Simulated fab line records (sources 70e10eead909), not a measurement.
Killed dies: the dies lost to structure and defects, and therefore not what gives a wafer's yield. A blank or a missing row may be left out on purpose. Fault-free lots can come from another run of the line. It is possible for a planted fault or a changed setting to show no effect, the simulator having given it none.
fab line records	flow nand_harc
record: lots: 12	wafers: 36	last_day: 33
route steps=1302 shown A_ONON_D1@437 A_CHANNEL_HOLE_D1@465 END@1302
lots untouched by any fault: they come from a run of this same line in which no faults occurred
start_h: start of the lot's first displayed wafer, in hours after the record's first day	wait_h: hours since the lot's step before	" as in the row above	L1.1+2: several wafers, shown together as one row	- no value, or no start was given	* or withheld: withheld	< > ~ a bound
route shown NAME@n: NAME is a module with steps in the file, n the number in the route of the first one	usual: the fault-free wafers' mean and standard deviation	same: alike in all rows	chamber/n: place in a boat	sites: readings site by site	_std_site: how widely they spread, as a standard deviation	_edge_site: the outer-site mean with the inner-site mean subtracted	radius_mm: how far each site lies from the wafer's centre	mask NAME#n: copy n	behind: the most recent tool/chamber to have shaped the wafer	hold: cause of the lot's hold/its duration in hours/its outcome	device: which transistor (n, p or np) failed to switch	end of line: the tests these same wafers got at the end of their route	a step given without rows: its recipe and nothing more	killed: dies lost to structure and defects at the first sort, not the wafer's yield	map: a wafer's dies, marking killed ones x, the rest . and places with no die _
set.NAME: setting as actually run; set.NAME@STEP: the setting as run at that earlier step	model.NAME: the simulator's own value behind a step, which no gauge read
one table for each step of the route and one row for each wafer, over a sample of lots
services: the hour from which a tool's chamber was out of use, counted from the record's first day as start_h (under 0 if before that day), plus the number of hours and why
== steps ==
step: NHARC_A_ONON_D1_THK_MEAS_18
recipe: thk_meas_gauge: ellipsometry
usual: thk_nm: 1000/11
lot.wafer	tool	chamber	start_h	wait_h	thk_nm
L162.4	film_metro-01	-	182.78	-	998
L162.5	"	-	"	"	998
L162.6	"	-	"	"	999
L164.2	film_metro-01	-	203.00	-	1015
L164.4	"	-	"	"	1014
L164.5	"	-	"	"	1017
L166.1	film_metro-02	-	222.47	-	1008
L166.4	"	-	"	"	1005
L166.5	"	-	"	"	1006
L167.1	film_metro-01	-	238.21	-	996
L167.2	"	-	"	"	997
L167.4	"	-	"	"	996
L168.2	film_metro-01	-	249.95	-	988
L168.3	"	-	"	"	986
L168.4	"	-	"	"	987
L174.1	film_metro-02	-	314.87	-	1000
L174.5	"	-	"	"	999
L174.6	"	-	"	"	1002
L175.2	film_metro-02	-	315.10	-	996
L175.3	"	-	"	"	997
L175.6	"	-	"	"	994
L176.1	film_metro-01	-	323.88	-	973
L176.5	"	-	"	"	975
L176.6	"	-	"	"	974
L181.1	film_metro-01	-	369.29	-	1009
L181.2	"	-	"	"	1009
L181.3	"	-	"	"	1010
L182.1	film_metro-01	-	383.64	-	995
L182.3	"	-	"	"	996
L182.4	"	-	"	"	997
L184.1	film_metro-01	-	400.07	-	1002
L184.3	"	-	"	"	1000
L184.4	"	-	"	"	1000
L183.2	film_metro-02	-	400.07	-	996
L183.4	"	-	"	"	996
L183.6	"	-	"	"	997
step: NHARC_A_ONON_D1_THK_MEAS_24
recipe: thk_meas_gauge: ellipsometry
usual: thk_nm: 999/11
lot.wafer	tool	chamber	start_h	wait_h	thk_nm
L162.4	film_metro-02	-	183.90	-	964
L162.5	"	-	"	"	965
L162.6	"	-	"	"	965
L164.2	film_metro-02	-	204.14	-	1004
L164.4	"	-	"	"	1003
L164.5	"	-	"	"	1002
L166.1	film_metro-01	-	223.60	-	1001
L166.4	"	-	"	"	999
L166.5	"	-	"	"	1000
L167.1	film_metro-01	-	239.35	-	1010
L167.2	"	-	"	"	1011
L167.4	"	-	"	"	1010
L168.2	film_metro-01	-	251.08	-	999
L168.3	"	-	"	"	999
L168.4	"	-	"	"	999
L174.1	film_metro-02	-	316.01	-	1000
L174.5	"	-	"	"	999
L174.6	"	-	"	"	1000
L175.2	film_metro-01	-	316.23	-	991
L175.3	"	-	"	"	993
L175.6	"	-	"	"	993
L176.1	film_metro-01	-	325.01	-	996
L176.5	"	-	"	"	994
L176.6	"	-	"	"	997
L181.1	film_metro-01	-	370.42	-	1004
L181.2	"	-	"	"	1004
L181.3	"	-	"	"	1002
L182.1	film_metro-01	-	384.78	-	996
L182.3	"	-	"	"	997
L182.4	"	-	"	"	995
L183.2	film_metro-02	-	401.21	-	1002
L183.4	"	-	"	"	1003
L183.6	"	-	"	"	1002
L184.1	film_metro-01	-	401.21	-	1004
L184.3	"	-	"	"	1004
L184.4	"	-	"	"	1003
step: NHARC_A_CHANNEL_HOLE_D1_DESCUM_15
recipe: time_s: 3	o2_flow_sccm: 200	ar_flow_sccm: 0	bias_power_w: 0	chemistry: O2
usual: drypump_motor_current_A: 5.7/0.52	mfc_ar_sccm: 0.006/0.011	oes_product_au: 1.000/0.0067	rf_vpp_V: 57.7/0.94	showerhead_plenum_p_Torr: 1.88/0.085	throttle_valve_pct: 11.311/0.0098
same: time_s: 3
lot.wafer	tool	chamber	start_h	wait_h	drypump_motor_current_A	mfc_ar_sccm	oes_product_au	rf_hours_counter_h	rf_vpp_V	showerhead_plenum_p_Torr	throttle_valve_pct
L162.4	rie_diel-12	2	191.70	0.1	6.3	0	1.002	23	56.7	1.84	11.314
L162.5	"	1	"	"	5.4	0.015	0.994	-	56.6	1.78	11.309
L162.6	"	2	"	"	6.3	0	0.987	-	56.9	1.84	11.300
L164.2	rie_diel-02	3	211.64	0.1	5.9	0	0.993	14	58.4	1.98	11.327
L164.4	"	0	"	"	4.8	0	1.010	14	57.4	1.78	11.310
L164.5	"	3	"	"	5.9	0	0.992	-	57.6	1.98	11.305
L166.1	rie_diel-12	0	229.59	0.1	5.7	0.030	0.996	30	59.4	2.01	11.308
L166.5	"	2	"	"	6.3	0	0.994	-	58.0	1.83	11.314
L166.4	"	0	"	"	5.7	0.030	1.005	-	58.9	2.01	11.297
L167.2	rie_diel-12	3	243.89	0.1	6.3	0	1.000	30	57.4	1.89	11.303
L167.1	"	0	"	"	5.7	0.030	1.004	35	56.3	2.01	11.335
L167.4	"	2	"	"	6.3	0	1.003	35	57.3	1.83	11.310
L168.3	rie_diel-02	1	255.53	0.1	6.4	0	1.003	3	58.6	1.91	11.309
L168.4	"	2	"	"	5.3	0	1.000	3	58.4	1.81	11.322
L168.2	"	3	"	"	5.8	0	1.010	2	58.4	1.98	11.318
L174.1	rie_diel-11	3	323.52	0.1	5.4	0.015	0.999	23	57.9	1.81	11.302
L174.5	"	3	"	"	5.4	0.015	1.005	-	57.6	1.81	11.321
L174.6	"	0	"	"	5.5	0	1.009	-	56.6	1.89	11.307
L175.2	rie_diel-11	1	324.55	0.1	5.4	0.039	1.004	25	58.5	1.98	11.320
L175.3	"	3	"	"	5.4	0.015	0.992	24	56.9	1.81	11.318
L175.6	"	1	"	"	5.4	0.039	1.004	-	57.7	1.98	11.322
L176.1	rie_diel-12	3	329.48	0.1	6.3	0	0.994	13	57.9	1.88	11.331
L176.5	"	1	"	"	5.4	0.015	0.998	-	57.9	2.07	11.305
L176.6	"	2	"	"	6.3	0	1.006	-	58.6	1.82	11.293
L181.3	rie_diel-11	3	375.35	0.1	5.4	0.015	0.996	44	57.7	1.81	11.298
L181.2	"	0	"	"	5.6	0	0.994	35	57.5	1.88	11.310
L181.1	"	1	"	"	5.4	0.039	1.005	42	58.1	1.97	11.312
L182.3	rie_diel-02	0	389.22	0.1	4.9	0	1.009	10	58.6	1.78	11.318
L182.4	"	1	"	"	6.4	0	0.996	15	55.8	1.91	11.306
L182.1	"	3	"	"	5.9	0	0.988	14	59.5	1.98	11.293
L183.2	rie_diel-11	0	407.02	0.1	5.6	0	0.995	45	57.4	1.88	11.307
L183.4	"	2	"	"	6.4	0.011	0.996	51	56.4	1.77	11.302
L183.6	"	1	"	"	5.4	0.039	0.997	-	56.6	1.97	11.301
L184.3	rie_diel-02	3	407.49	0.1	5.8	0	0.999	0	57.9	1.98	11.314
L184.4	"	0	"	"	4.8	0	0.998	0	57.0	1.78	11.317
L184.1	"	1	"	"	6.4	0	1.007	0	56.9	1.91	11.322
step: NHARC_A_CHANNEL_HOLE_D1_ETCH_39
recipe: target_depth_a: 2600	over_etch_frac: 0.3	time_s: 325	ion_energy_ev: 200	n2_flow_sccm: 150	h2_flow_sccm: 150	ar_flow_sccm: 0	rf_w: 400	bias_w: 150	chemistry: N2/H2
usual: drypump_motor_current_A: 5.7/0.52	mfc_ar_sccm: 0.007/0.012	oes_product_au: 0.999/0.0079	rf_vpp_V: 429.3/2.6	run_length_s: 346.2/0.45	showerhead_plenum_p_Torr: 2.00/0.091	throttle_valve_pct: 14.171/0.0089
lot.wafer	tool	chamber	start_h	wait_h	drypump_motor_current_A	mfc_ar_sccm	oes_product_au	rf_hours_counter_h	rf_vpp_V	run_length_s	showerhead_plenum_p_Torr	throttle_valve_pct
L162.4	rie_diel-12	0	191.94	-	5.7	0.030	1.001	19	433.6	346.5	2.15	14.167
L162.5	"	1	"	"	5.4	0.015	1.014	-	425.8	346.3	1.89	14.154
L162.6	"	2	"	"	6.3	0	1.011	-	427.5	346.0	1.96	14.171
L164.4	rie_diel-02	1	211.82	-	6.4	0	1.005	13	430.3	346.6	2.04	14.160
L164.2	"	3	"	"	5.8	0	0.995	14	433.3	346.5	2.11	14.175
L164.5	"	2	"	"	5.3	0	1.003	-	427.3	345.6	1.93	14.171
L166.1	rie_diel-12	1	229.81	-	5.4	0.015	1.002	30	426.4	346.1	1.89	14.166
L166.4	"	0	"	"	5.7	0.030	0.998	-	434.1	275.2	2.14	14.173
L166.5	"	1	"	"	5.4	0.015	0.999	-	427.7	346.5	1.89	14.172
L167.2	rie_diel-12	1	244.06	-	5.4	0.015	0.992	35	426.3	346.3	1.89	14.177
L167.4	"	2	"	"	6.3	0	0.997	35	427.7	346.2	1.95	14.178
L167.1	"	0	"	"	5.7	0.030	0.987	35	432.6	274.7	2.14	14.180
L168.3	rie_diel-02	1	255.70	-	6.4	0	0.999	3	431.6	346.7	2.04	14.176
L168.4	"	2	"	"	5.2	0	1.009	3	427.2	345.6	1.93	14.159
L168.2	"	3	"	"	5.9	0	1.007	2	432.3	346.5	2.11	14.163
L174.1	rie_diel-11	3	323.83	-	5.3	0.015	0.996	23	427.3	345.8	1.93	14.177
L174.5	"	0	"	"	5.5	0	1.000	-	430.5	346.7	2.01	14.163
L174.6	"	1	"	"	5.4	0.039	1.001	-	432.5	346.2	2.11	14.182
L175.2	rie_diel-11	2	324.75	-	6.4	0.011	0.984	24	427.8	346.8	1.89	14.162
L175.3	"	3	"	"	5.4	0.015	0.995	24	426.9	345.6	1.93	14.183
L175.6	"	1	"	"	5.4	0.039	1.001	-	431.9	345.7	2.11	14.164
L176.1	rie_diel-12	3	329.67	-	6.3	0	0.985	13	430.2	346.3	2.01	14.173
L176.5	"	2	"	"	6.3	0	0.995	-	427.4	346.2	1.94	14.168
L176.6	"	3	"	"	6.3	0	0.998	-	430.1	346.3	2.00	14.160
L181.2	rie_diel-11	1	375.52	-	5.4	0.039	0.999	42	432.1	345.9	2.10	14.178
L181.1	"	3	"	"	5.4	0.015	1.004	44	426.9	345.4	1.92	14.171
L181.3	"	0	"	"	5.5	0	0.996	36	429.2	346.3	2.01	14.171
L182.4	rie_diel-02	3	389.42	-	5.9	0	0.999	14	432.0	346.6	2.11	14.180
L182.1	"	0	"	"	4.9	0	1.013	10	427.7	345.8	1.89	14.169
L182.3	"	1	"	"	6.4	0	0.993	15	431.8	346.7	2.03	14.159
L183.2	rie_diel-11	3	407.20	-	5.4	0.015	1.003	56	426.8	345.6	1.92	14.183
L183.4	"	2	"	"	6.4	0.011	0.984	51	425.7	346.0	1.88	14.165
L183.6	"	3	"	"	5.4	0.015	0.993	-	427.2	345.5	1.92	14.170
L184.4	rie_diel-02	0	407.65	-	4.9	0	0.993	0	425.6	345.9	1.89	14.162
L184.3	"	1	"	"	6.4	0	0.991	0	430.3	346.5	2.03	14.173
L184.1	"	3	"	"	5.8	0	1.006	0	431.2	346.6	2.11	14.171
step: NHARC_END_SORT_01
recipe: temp_c: 25
usual: killed_at_array: 55/17	killed_at_other: 1.1/1.4	killed_at_periphery: 3.9/3	killed_dies: 59/17	killed_open: 3.5/2	killed_short: 2.6/1.6
same: gross_dies: 677
lot.wafer	tool	chamber	start_h	wait_h	killed_at_array	killed_at_other	killed_at_periphery	killed_dies	killed_open	killed_short
L166.4	prober-02	0	613.61	3.4	59	2	6	67	4	2
L167.1	prober-02	0	635.13	2.5	53	1	2	56	4	1
killed by level:class
L166.4 A_SLIT:chamber_film_flake=35 A_CHANNEL_HOLE_D2:chamber_film_flake=8 A_CHANNEL_HOLE_D1:area_etch=8 P_GATE:chamber_film_flake=2 A_CHANNEL_HOLE_D1:chamber_film_flake=2 THIN_TSV:chamber_film_flake=2 P_CONTACT:geometric_particle:short=1 P_CONTACT:geometric_particle:open=1
L167.1 A_CHANNEL_HOLE_D2:chamber_film_flake=22 A_CHANNEL_HOLE_D1:area_etch=8 A_CHANNEL_HOLE_D1:chamber_film_flake=6 A_STAIRCASE:chamber_film_flake=6 A_ZERO_WELL:chamber_film_flake=3 P_GATE:chamber_film_flake=2 A_CHANNEL_FILL_D2:chamber_film_flake=2 A_ONON_D1:geometric_particle:open=1
== services ==
tool	chamber	start_h	hours	kind
rie_diel-02	0	171.20	-	clean
rie_diel-02	1	171.20	-	clean
rie_diel-02	2	171.20	-	clean
rie_diel-02	3	171.20	-	clean
rie_diel-12	0	177.65	-	clean
rie_diel-12	1	177.65	-	clean
rie_diel-12	2	177.65	-	clean
rie_diel-12	3	177.65	-	clean
rie_diel-11	0	187.72	-	clean
rie_diel-11	1	187.72	-	clean
rie_diel-11	2	187.72	-	clean
rie_diel-11	3	187.72	-	clean
rie_diel-02	3	189.58	1.3	repair
rie_diel-02	0	195.70	-	clean
rie_diel-02	0	215.62	2.2	repair
rie_diel-02	-	216.70	9.0	pm
rie_diel-12	3	224.85	15.8	repair
rie_diel-02	3	228.93	2.7	repair
rie_diel-11	-	257.40	9.0	pm
rie_diel-11	0	270.23	6.3	repair
rie_diel-12	-	272.15	9.0	pm
rie_diel-02	0	332.42	4.0	repair
rie_diel-02	0	367.74	19.5	repair
rie_diel-02	-	393.70	9.0	pm
== key ==
first_sign: step: NHARC_A_CHANNEL_HOLE_D1_ETCH_39	reading: run_length_s	direction: down	sigmas: 99+	usual: *	struck: *
effect none on later readings
met_at NHARC_A_CHANNEL_HOLE_D1_ETCH_39
struck_lots L166,L167
struck_wafers L166.4,L167.1
tester_left_out L166,L167
not_acting_at NHARC_A_ONON_D1_THK_MEAS_18,NHARC_A_ONON_D1_THK_MEAS_24,NHARC_A_CHANNEL_HOLE_D1_DESCUM_15
onset_between 191.94 229.81
fault: kind: process_parameter_drift	tool: rie_diel-12	chamber: 0	onset_h: 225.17	steps: NHARC_A_CHANNEL_HOLE_D1_ETCH_39	channel: time_s	offset: *	shape: step	end_h: 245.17	acts_in: *	stated: *
tester_left_out: of these lots the tester's yield and bins aren't shown, on N5 and GAA mostly nor the transistor test; their killed dies are dies lost to structure and defects alone, not to doping, threshold or leakage, so they don't give the yield
